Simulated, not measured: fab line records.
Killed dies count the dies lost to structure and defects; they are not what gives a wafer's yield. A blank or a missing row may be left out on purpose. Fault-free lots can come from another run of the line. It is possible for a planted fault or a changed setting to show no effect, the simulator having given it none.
Split-lot experiment | flow n5 finfet | 7 lots, 39 wafers read, on a route of 1938 steps

## SPLIT DETAILS
At N5_BEOL_M3_DESCUM_33 (chemistry O2, time 7 s), the setting time s was moved away from the recipe's 7 s on 18 of the 39 wafers read, by -44.6% to +42.8%. This setting was run at the recipe's value on the other wafers.

Reading taken at the split's own step.

## THE READING
CAR-EUV_of_BEOL_M3_COAT_22.thk nm (the simulator's own value, which no gauge read), in nm, at N5_BEOL_M3_DESCUM_33 (chemistry O2, time 7 s). The file gives no usual value for it. Here, 21 wafers ran the recipe; their average is 26.0 nm with a standard deviation of 0.1 nm.

wafer  | tool, chamber at the split | time s as run, s | against the recipe | CAR-EUV_of_BEOL_M3_COAT_22.thk nm, nm | against lot-mates on the recipe
L074.1 | rie diel-03, 2,1           | 7                | recipe             | 26                                    | -
L074.3 | rie diel-03, 2,1           | 7                | recipe             | 26                                    | -
L074.2 | rie diel-03, 3,1           | 3.878            | -44.6%             | 27.6                                  | +1.7
L074.6 | rie diel-03, 3,1           | 3.878            | -44.6%             | 27.6                                  | +1.7
L074.4 | rie diel-03, 0             | 3.878            | -44.6%             | 27.4                                  | +1.5
L074.5 | rie diel-03, 0             | 7                | recipe             | 25.8                                  | -
L075.1 | rie diel-01, 3,2           | 4.305            | -38.5%             | 27.4                                  | +1.4
L075.3 | rie diel-01, 3,2           | 4.305            | -38.5%             | 27.4                                  | +1.4
L075.2 | rie diel-01, 1             | 4.305            | -38.5%             | 27.2                                  | +1.2
L075.4 | rie diel-01, 0,0,1         | 7                | recipe             | 26                                    | -
L075.5 | rie diel-01, 0,0,1         | 7                | recipe             | 26                                    | -
L075.6 | rie diel-01, 0,0,1         | 7                | recipe             | 26                                    | -
L077.1 | rie diel-01, 2,1,1         | 7                | recipe             | 26                                    | -
L077.4 | rie diel-01, 2,1,1         | 7                | recipe             | 26                                    | -
L077.5 | rie diel-01, 2,1,1         | 7                | recipe             | 26                                    | -
L077.2 | rie diel-01, 0,3,2         | 5.793            | -17.2%             | 26.6                                  | +0.6
L077.3 | rie diel-01, 0,3,2         | 5.793            | -17.2%             | 26.6                                  | +0.6
L077.6 | rie diel-01, 0,3,2         | 5.793            | -17.2%             | 26.6                                  | +0.6
L087.1 | rie diel-03, 0,3,1         | 8.859            | +26.6%             | 25.2                                  | -0.9
L087.2 | rie diel-03, 0,3,1         | 8.859            | +26.6%             | 25.2                                  | -0.9
L087.4 | rie diel-03, 0,3,1         | 8.859            | +26.6%             | 25.2                                  | -0.9
L087.3 | rie diel-03, 2             | 7                | recipe             | 26                                    | -
L087.5 | rie diel-03, 2             | 7                | recipe             | 26                                    | -
L087.6 | rie diel-03, 3             | 7                | recipe             | 26.2                                  | -
L091.1 | rie diel-03, 0,3           | 7                | recipe             | 26.2                                  | -
L091.5 | rie diel-03, 0,3           | 7                | recipe             | 26.2                                  | -
L091.2 | rie diel-03, 1             | 7                | recipe             | 26                                    | -
L091.3 | rie diel-03, 3,2,2         | 9.999            | +42.8%             | 24.6                                  | -1.5
L091.4 | rie diel-03, 3,2,2         | 9.999            | +42.8%             | 24.6                                  | -1.5
L091.6 | rie diel-03, 3,2,2         | 9.999            | +42.8%             | 24.6                                  | -1.5
L095.2 | rie diel-02, 3             | 7                | recipe             | 26.2                                  | -
L095.4 | rie diel-02, 0             | 7                | recipe             | 26                                    | -
L095.6 | rie diel-02, 0             | 7                | recipe             | 26                                    | -
L094.1 | rie diel-01, 3,0           | 9.65             | +37.9%             | 24.8                                  | -1.3
L094.5 | rie diel-01, 3,0           | 9.65             | +37.9%             | 24.8                                  | -1.3
L094.2 | rie diel-01, 1             | 9.65             | +37.9%             | 24.6                                  | -1.5
L094.3 | rie diel-01, 2             | 7                | recipe             | 26.2                                  | -
L094.4 | rie diel-01, 0,1           | 7                | recipe             | 26                                    | -
L094.6 | rie diel-01, 0,1           | 7                | recipe             | 26                                    | -
When a row names more than one chamber, that row covers several wafers, and the file does not tell which wafer ran in which chamber.

THE FIT
A straight line over all 39 wafers: CAR-EUV_of_BEOL_M3_COAT_22.thk nm changes by -0.0335 nm for each +1% of time s; r = -0.99; the points scatter about the line by 0.09 nm.
The same after taking each lot's own level away (the mean of its wafers on the recipe; 39 wafers): -0.0352 nm for each +1%; r = -1.00; scatter 0.079 nm.
According to that fit, moving time s by its largest amount changes the reading by 1.6 nm.
The span of the lots' own levels, 25.93 to 26.13 nm, comes to 2.0 times the standard deviation stated above.
Hence the lot-to-lot level has little effect on the slope; both slopes agree.
Check: with one of the wafers moved furthest among these (-44.6%) left out of the fit, the line predicts +1.56 nm for it against its lot-mates. Against them it came out at +1.67 nm.

## FURTHER SPLITS ON THESE WAFERS
Other splits were also applied to these wafers ahead of the reading. Each is held against what the fit with the lots' levels taken away leaves over:
other split on the same wafers              | wafers away from the commonest value | r with CAR-EUV_of_BEOL_M3_COAT_22.thk nm (lot level and that fit taken away)
N5_FIN_CUT_CUT_ETCH_26 time s               | 9                                    | -0.08
N5_SD_EPI_N_DESCUM_14 time s                | 18                                   | +0.37
N5_GATE_CUT_ALD_22 ald cycles               | 9                                    | -0.10
N5_BEOL_M0_SAQP_SPACER2_ALD_26 target thk a | 18                                   | +0.05

## THE FILE'S OWN FIT
CAR-EUV_of_BEOL_M3_COAT_22.thk nm changes by -0.0352 nm for each +1% of time s, r = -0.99.
